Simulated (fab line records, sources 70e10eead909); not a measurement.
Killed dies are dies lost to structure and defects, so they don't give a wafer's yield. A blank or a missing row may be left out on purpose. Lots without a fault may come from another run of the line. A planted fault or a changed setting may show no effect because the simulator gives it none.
fab line records | flow nand_harc
record lots=5 wafers=15 last_day=33
route steps=1302 shown A_ONON_D2@548 END@1302
lots that met no fault: from a run of the same line without faults
start_h: hours from the record's first day to the start of the lot's first wafer shown | wait_h: hours since the lot's step before | " the same as in the row above | L1.1+2: a row that stands for several wafers | - no value, or no start given | * or withheld: withheld | < > ~ a bound
route shown NAME@n: a module of which the file shows steps, and the number in the route of the first | usual: mean/standard deviation of fault-free wafers | same: alike in all rows | chamber/n: place in a boat | sites: the reading at each site | _std_site: their standard deviation | _edge_site: outer sites' mean less inner sites' | radius_mm: how far each site lies from the wafer's centre | mask NAME#n: copy n | behind: the tool/chamber that last shaped the wafer | hold: why the lot was held/for how many hours/how that ended | device: the transistor (n, p or np) that didn't switch | end of line: the same wafers' tests at the end of the route | a step without rows: its recipe alone | killed: dies lost to structure and defects at the first sort, not the wafer's yield | map: a wafer's dies, x killed, . not, _ none there
set.NAME: the setting as run; set.NAME@STEP: as run at that earlier step | model.NAME: the simulator's own value behind a step, which no gauge read
lots at some steps of the route; a table a step, a row a wafer
services: from which hour (start_h, from the record's first day; less than 0 if before it) a tool's chamber was out of use, for how many hours, and why
## steps
# step NHARC_A_ONON_D2_THK_MEAS_05
# recipe thk_meas_gauge=ellipsometry
# usual thk_nm=1001/8.1
# columns lot.wafer tool chamber start_h wait_h thk_nm
L491.3 film_metro-02 - 363.34 - 1013
L491.4 " - " " 1014
L491.5 " - " " 1013
L493.1 film_metro-01 - 382.91 - 1008
L493.3 " - " " 1007
L493.4 " - " " 1008
L496.2 film_metro-01 - 419.86 - 1006
L496.3 " - " " 1011
L496.5 " - " " 1011
L499.2 film_metro-01 - 447.67 - 1000
L499.4 " - " " 1004
L499.5 " - " " 1004
L504.1 film_metro-02 - 500.67 - 1009
L504.5 " - " " 1011
L504.6 " - " " 1011
# step NHARC_A_ONON_D2_DEP_06
# recipe target_thk_a=10000 n2_flow_sccm=2750 n2o_flow_sccm=2000 nh3_flow_sccm=500 sih4_flow_sccm=210 temp_c=400
# step NHARC_A_ONON_D2_THK_MEAS_08
# recipe thk_meas_gauge=ellipsometry
# usual thk_nm=1000/9
# columns lot.wafer tool chamber start_h wait_h thk_nm
L491.3 film_metro-02 - 363.91 - 1007
L491.4 " - " " 1008
L491.5 " - " " 1006
L493.1 film_metro-01 - 383.47 - 992
L493.3 " - " " 994
L493.4 " - " " 993
L496.2 film_metro-02 - 420.42 - 989
L496.3 " - " " 989
L496.5 " - " " 989
L499.2 film_metro-02 - 448.24 - 1015
L499.4 " - " " 1016
L499.5 " - " " 1015
L504.1 film_metro-02 - 501.24 - 994
L504.5 " - " " 991
L504.6 " - " " 993
# step NHARC_A_ONON_D2_DEP_09
# recipe target_thk_a=10000 n2_flow_sccm=2750 n2o_flow_sccm=2000 nh3_flow_sccm=500 sih4_flow_sccm=210 temp_c=400
# step NHARC_A_ONON_D2_THK_MEAS_11
# recipe thk_meas_gauge=ellipsometry
# usual thk_nm=1000/9.1
# columns lot.wafer tool chamber start_h wait_h thk_nm
L491.3 film_metro-02 - 364.47 - 991
L491.4 " - " " 991
L491.5 " - " " 989
L493.1 film_metro-01 - 384.03 - 987
L493.3 " - " " 989
L493.4 " - " " 988
L496.2 film_metro-01 - 420.99 - 1008
L496.3 " - " " 1008
L496.5 " - " " 1007
L499.2 film_metro-01 - 448.81 - 994
L499.4 " - " " 994
L499.5 " - " " 996
L504.1 film_metro-02 - 501.80 - 1009
L504.5 " - " " 1009
L504.6 " - " " 1009
# step NHARC_A_ONON_D2_DEP_12
# recipe target_thk_a=10000 n2_flow_sccm=2750 n2o_flow_sccm=2000 nh3_flow_sccm=500 sih4_flow_sccm=210 temp_c=400
# step NHARC_A_ONON_D2_THK_MEAS_14
# recipe thk_meas_gauge=ellipsometry
# usual thk_nm=1002/9.8
# columns lot.wafer tool chamber start_h wait_h thk_nm
L491.3 film_metro-01 - 365.04 - 1011
L491.4 " - " " 1010
L491.5 " - " " 1010
L493.1 film_metro-01 - 384.60 - 1008
L493.3 " - " " 1007
L493.4 " - " " 1006
L496.2 film_metro-01 - 421.55 - 997
L496.3 " - " " 998
L496.5 " - " " 999
L499.2 film_metro-02 - 449.37 - 996
L499.4 " - " " 993
L499.5 " - " " 998
L504.1 film_metro-01 - 502.36 - 1010
L504.5 " - " " 1011
L504.6 " - " " 1012
# step NHARC_A_ONON_D2_ANNEAL_15
# recipe temp_c=750 time_s=3600
# step NHARC_A_ONON_D2_DEP_16
# recipe target_thk_a=10000 n2_flow_sccm=2750 n2o_flow_sccm=2000 nh3_flow_sccm=500 sih4_flow_sccm=210 temp_c=400
# step NHARC_A_ONON_D2_THK_MEAS_18
# recipe thk_meas_gauge=ellipsometry
# usual thk_nm=999/7
# columns lot.wafer tool chamber start_h wait_h thk_nm
L491.3 film_metro-01 - 372.76 - 1001
L491.4 " - " " 1001
L491.5 " - " " 1003
L493.1 film_metro-02 - 392.01 - 999
L493.3 " - " " 997
L493.4 " - " " 999
L496.2 film_metro-02 - 429.24 - 991
L496.3 " - " " 994
L496.5 " - " " 991
L499.2 film_metro-02 - 458.62 - 1001
L499.4 " - " " 1002
L499.5 " - " " 1003
L504.1 film_metro-01 - 510.11 - 1000
L504.5 " - " " 1002
L504.6 " - " " 1002
# step NHARC_A_ONON_D2_DEP_19
# recipe target_thk_a=10000 n2_flow_sccm=2750 n2o_flow_sccm=2000 nh3_flow_sccm=500 sih4_flow_sccm=210 temp_c=400
# step NHARC_A_ONON_D2_THK_MEAS_21
# recipe thk_meas_gauge=ellipsometry
# usual thk_nm=998/10
# columns lot.wafer tool chamber start_h wait_h thk_nm
L491.3 film_metro-01 - 373.32 - 998
L491.4 " - " " 999
L491.5 " - " " 997
L493.1 film_metro-01 - 392.57 - 997
L493.3 " - " " 998
L493.4 " - " " 998
L496.2 film_metro-01 - 429.80 - 992
L496.3 " - " " 992
L496.5 " - " " 992
L499.2 film_metro-01 - 459.18 - 1003
L499.4 " - " " 1002
L499.5 " - " " 1003
L504.1 film_metro-02 - 510.67 - 984
L504.5 " - " " 984
L504.6 " - " " 986
# step NHARC_A_ONON_D2_DEP_22
# recipe target_thk_a=10000 n2_flow_sccm=2750 n2o_flow_sccm=2000 nh3_flow_sccm=500 sih4_flow_sccm=210 temp_c=400
# columns lot.wafer tool chamber start_h wait_h
L491.3+4+5 pecvd_onon-04 0 373.49 0.2
L493.1+3+4 pecvd_onon-01 0 392.63 0.1
L496.2+3+5 pecvd_onon-01 0 429.92 0.1
L499.2+4+5 pecvd_onon-04 0 459.29 0.1
L504.1+5+6 pecvd_onon-04 0 510.73 0.1
# step NHARC_A_ONON_D2_THK_MEAS_24
# recipe thk_meas_gauge=ellipsometry
# usual thk_nm=996/7.6
# columns lot.wafer tool chamber start_h wait_h hold thk_nm
L491.3 film_metro-01 - 373.89 - await_dispo/0.2h/release 988
L491.4 " - " " await_dispo/0.2h/release 1060
L491.5 " - " " await_dispo/0.2h/release 984
L491.3 film_metro-01 - 374.06 0.2 - 987
L491.4 " - " " - 1058
L491.5 " - " " - 986
L493.1 film_metro-01 - 393.14 - - 1001
L493.3 " - " " - 999
L493.4 " - " " - 1001
L496.2 film_metro-01 - 430.37 - - 992
L496.3 " - " " - 992
L496.5 " - " " - 994
L499.2 film_metro-01 - 459.74 - - 1004
L499.4 " - " " - 1004
L499.5 " - " " - 1004
L504.1 film_metro-01 - 511.24 - - 1004
L504.5 " - " " - 1005
L504.6 " - " " - 1004
# step NHARC_END_SORT_01
# recipe temp_c=25
# usual killed_at_array=61/22 killed_at_other=0.8/1 killed_at_periphery=3.8/2.3 killed_dies=66/22 killed_open=3.2/1.9 killed_short=2.8/1.8
# same gross_dies=677
# columns lot.wafer tool chamber start_h wait_h killed_at_array killed_at_other killed_at_periphery killed_dies killed_open killed_short
L491.3 prober-02 0 651.84 3.1 52 0 5 57 3 3
L491.4 prober-02 0 652.64 3.4 42 0 3 45 3 4
L491.5 prober-02 0 653.44 3.7 53 1 8 62 2 2
L493.1 prober-01 0 670.16 2.5 73 0 4 77 2 1
L493.3 prober-01 0 671.74 3.1 76 0 6 82 3 3
L493.4 prober-01 0 672.53 3.4 60 2 5 67 3 1
L496.2 prober-02 0 704.94 2.8 30 1 6 37 5 3
L496.3 prober-02 0 705.75 3.1 49 1 5 55 4 4
L496.5 prober-02 0 707.36 3.7 61 0 5 66 9 4
L499.2 prober-01 0 743.44 2.8 97 1 3 101 4 3
L499.4 prober-01 0 745.03 3.4 73 3 1 77 1 2
L499.5 prober-01 0 745.83 3.7 77 0 3 80 2 2
L504.1 prober-02 0 798.73 2.5 64 1 2 67 3 1
L504.5 prober-02 0 801.91 3.7 40 0 3 43 1 2
L504.6 prober-02 0 802.70 4.0 53 0 1 54 1 1
# killed by level:class
L491.3 A_SLIT:chamber_film_flake=27 A_CHANNEL_HOLE_D2:chamber_film_flake=9 A_CHANNEL_HOLE_D1:chamber_film_flake=4 A_CHANNEL_FILL_D1:geometric_particle:short=2 A_CONTACT:geometric_particle:open=2 P_GATE:chamber_film_flake=2 P_BONDPAD:chamber_film_flake=2 A_STAIRCASE:chamber_film_flake=2
L491.4 A_SLIT:chamber_film_flake=20 A_CHANNEL_HOLE_D2:chamber_film_flake=11 A_CHANNEL_FILL_D1:geometric_particle:open=2 P_GATE:chamber_film_flake=2 A_CONTACT:chamber_film_flake=2 P_GATE:geometric_particle:short=1 A_ONON_D1:geometric_particle:short=1 A_ONON_D2:geometric_particle:short=1
L491.5 A_SLIT:chamber_film_flake=27 A_CHANNEL_HOLE_D2:chamber_film_flake=8 A_CONTACT:chamber_film_flake=8 P_BONDPAD:chamber_film_flake=4 P_GATE:chamber_film_flake=3 A_CHANNEL_HOLE_D1:chamber_film_flake=3 A_BONDPAD:chamber_film_flake=2 A_M1:geometric_particle:open=1
L493.1 A_CHANNEL_HOLE_D1:chamber_film_flake=44 A_SLIT:chamber_film_flake=17 A_CHANNEL_HOLE_D2:chamber_film_flake=7 P_M0:geometric_particle:open=1 P_M1:geometric_particle:open=1 A_WL_FILL:geometric_particle:short=1 P_ZERO_WELL:chamber_film_flake=1 P_CONTACT:chamber_film_flake=1
L493.3 A_CHANNEL_HOLE_D1:chamber_film_flake=28 A_SLIT:chamber_film_flake=27 A_CHANNEL_HOLE_D2:chamber_film_flake=14 P_CONTACT:chamber_film_flake=3 P_M0:geometric_particle:short=2 A_ZERO_WELL:chamber_film_flake=2 P_M0:geometric_particle:open=1 A_CHANNEL_HOLE_D1:geometric_particle:open=1
L493.4 A_CHANNEL_HOLE_D1:chamber_film_flake=29 A_CHANNEL_HOLE_D2:chamber_film_flake=12 A_SLIT:chamber_film_flake=12 P_CONTACT:chamber_film_flake=3 A_CONTACT:chamber_film_flake=2 P_CONTACT:geometric_particle:short=1 P_M0:geometric_particle:open=1 A_CHANNEL_FILL_D2:geometric_particle:open=1
L496.2 A_SLIT:chamber_film_flake=13 A_CHANNEL_HOLE_D2:chamber_film_flake=6 A_STAIRCASE:chamber_film_flake=5 P_M0:geometric_particle:open=3 P_ZERO_WELL:chamber_film_flake=2 P_GATE:geometric_particle:open=1 A_SOURCE_PLATE:geometric_particle:open=1 A_DECK1_JOINT:geometric_particle:short=1
L496.3 A_SLIT:chamber_film_flake=16 A_CHANNEL_HOLE_D2:chamber_film_flake=10 A_CHANNEL_HOLE_D1:chamber_film_flake=9 A_STAIRCASE:chamber_film_flake=5 P_ZERO_WELL:chamber_film_flake=3 A_CHANNEL_FILL_D1:geometric_particle:short=2 A_CHANNEL_FILL_D1:chamber_film_flake=2 P_GATE:geometric_particle:open=1
L496.5 A_SLIT:chamber_film_flake=24 A_CHANNEL_HOLE_D2:chamber_film_flake=18 A_CHANNEL_HOLE_D1:chamber_film_flake=5 A_M0:geometric_particle:open=3 A_STAIRCASE:chamber_film_flake=3 A_DECK1_JOINT:geometric_particle:open=2 A_WL_FILL:geometric_particle:open=2 P_GATE:chamber_film_flake=2
L499.2 A_CHANNEL_HOLE_D1:chamber_film_flake=37 A_SLIT:chamber_film_flake=21 A_CHANNEL_HOLE_D2:chamber_film_flake=20 A_CHANNEL_FILL_D2:chamber_film_flake=4 A_CONTACT:chamber_film_flake=4 A_STAIRCASE:chamber_film_flake=3 A_CONTACT:geometric_particle:open=2 A_CHANNEL_FILL_D1:chamber_film_flake=2
L499.4 A_CHANNEL_HOLE_D1:chamber_film_flake=32 A_SLIT:chamber_film_flake=15 A_CHANNEL_HOLE_D2:chamber_film_flake=10 A_CONTACT:chamber_film_flake=6 A_DECK1_JOINT:chamber_film_flake=2 A_CHANNEL_FILL_D2:chamber_film_flake=2 A_STAIRCASE:chamber_film_flake=2 THIN_TSV:chamber_film_flake=2
L499.5 A_CHANNEL_HOLE_D1:chamber_film_flake=29 A_SLIT:chamber_film_flake=22 A_CHANNEL_HOLE_D2:chamber_film_flake=6 A_CONTACT:chamber_film_flake=6 A_STAIRCASE:chamber_film_flake=5 P_ZERO_WELL:chamber_film_flake=2 A_WL_FILL:chamber_film_flake=2 P_CONTACT:geometric_particle:short=1
L504.1 A_SLIT:chamber_film_flake=32 A_CHANNEL_HOLE_D1:chamber_film_flake=16 A_SGD_CUT:chamber_film_flake=5 A_CONTACT:chamber_film_flake=5 A_CHANNEL_HOLE_D2:chamber_film_flake=3 A_CHANNEL_FILL_D1:geometric_particle:open=2 P_M0:geometric_particle:open=1 A_ONON_D1:geometric_particle:short=1
L504.5 A_SLIT:chamber_film_flake=19 A_CHANNEL_HOLE_D1:chamber_film_flake=8 A_CONTACT:chamber_film_flake=5 A_SGD_CUT:chamber_film_flake=4 P_STI:chamber_film_flake=2 A_CHANNEL_FILL_D2:chamber_film_flake=2 P_CONTACT:geometric_particle:open=1 A_ONON_D1:geometric_particle:short=1
L504.6 A_SLIT:chamber_film_flake=27 A_CHANNEL_HOLE_D1:chamber_film_flake=12 A_CONTACT:chamber_film_flake=5 A_SGD_CUT:chamber_film_flake=3 A_SGD_CUT:geometric_particle:short=1 A_CONTACT:geometric_particle:open=1 P_STI:chamber_film_flake=1 A_DECK1_JOINT:chamber_film_flake=1
## services
# columns tool chamber start_h hours kind
pecvd_onon-01 - 450.24 13.0 pm
pecvd_onon-04 - 492.00 13.0 pm
## key
first_sign step=NHARC_A_ONON_D2_THK_MEAS_24 reading=visit direction=added
effect step=NHARC_A_ONON_D2_THK_MEAS_24 reading=thk_nm direction=up sigmas=8.4 usual=996 struck=1060
met_at NHARC_A_ONON_D2_DEP_22
struck_wafers L491.4
tester_left_out L491
fault kind=process_parameter_drift tool=pecvd_onon-04 chamber=- onset_h=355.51 steps=NHARC_A_ONON_D2_DEP_22 channel=target_thk_a offset=* shape=step end_h=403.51 scope=struck_wafers_only acts_in=* stated=*
# tester_left_out: of these lots the tester's yield and bins aren't shown, on N5 and GAA mostly nor the transistor test; their killed dies are dies lost to structure and defects alone, not to doping, threshold or leakage, so they don't give the yield
